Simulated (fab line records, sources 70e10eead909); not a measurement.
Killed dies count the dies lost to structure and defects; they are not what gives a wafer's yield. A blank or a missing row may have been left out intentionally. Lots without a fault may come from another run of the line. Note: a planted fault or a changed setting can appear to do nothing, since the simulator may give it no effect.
Matching of chambers -- flow nand_harc -- NHARC_A_CHANNEL_FILL_D1_CMP_10 on cmp-03: 4 sister chambers
The step polishes, target thk 150 nm. 4 wafers are shown with their chamber, then 9 later ones without.

== WAFERS, EACH WITH ITS CHAMBER ==
wafer,chamber,motor_current_A (A)
L082.6,0,15.4
L090.1,3,14.1
L090.3,1,14.1
L090.5,2,10.6

== WAFERS WITHOUT THEIR CHAMBER ==
wafer,motor_current_A (A)
L092.1,14.2
L092.4,10.0
L092.6,14.6
L095.3,14.0
L095.5,13.8
L095.6,15.1
L097.2,14.7
L097.3,14.5
L097.5,13.6

== EACH ONE'S CHAMBER ==
wafer,from the rows above,in truth
L092.1,can't be placed: 1 or 3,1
L092.4,2,2
L092.6,can't be placed: 1 or 3 or 0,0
L095.3,can't be placed: 1 or 3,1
L095.5,can't be placed: 1 or 3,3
L095.6,can't be placed: 0 or 1 or 3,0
L097.2,can't be placed: 1 or 3 or 0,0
L097.3,can't be placed: 1 or 3 or 0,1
L097.5,can't be placed: 1 or 3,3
Correct placement for 1 of the 9. From these rows, 8 cannot be placed; in 8 the true chamber is one of the candidates. Placed wrongly: 0.
How it was worked out, from the rows above alone: a wafer's distance from a chamber is the root of the sum, over the readings, of the square of ((its reading less the chamber's mean) divided by the reading's scatter). The wafer belongs to the nearest chamber; if the next one is less than 2 further off, it can't be placed. Each chamber's mean is taken over the wafers shown for it. The scatter: root of mean squared gap, hidden wafer to nearest shown wafer, with one shown wafer a chamber.
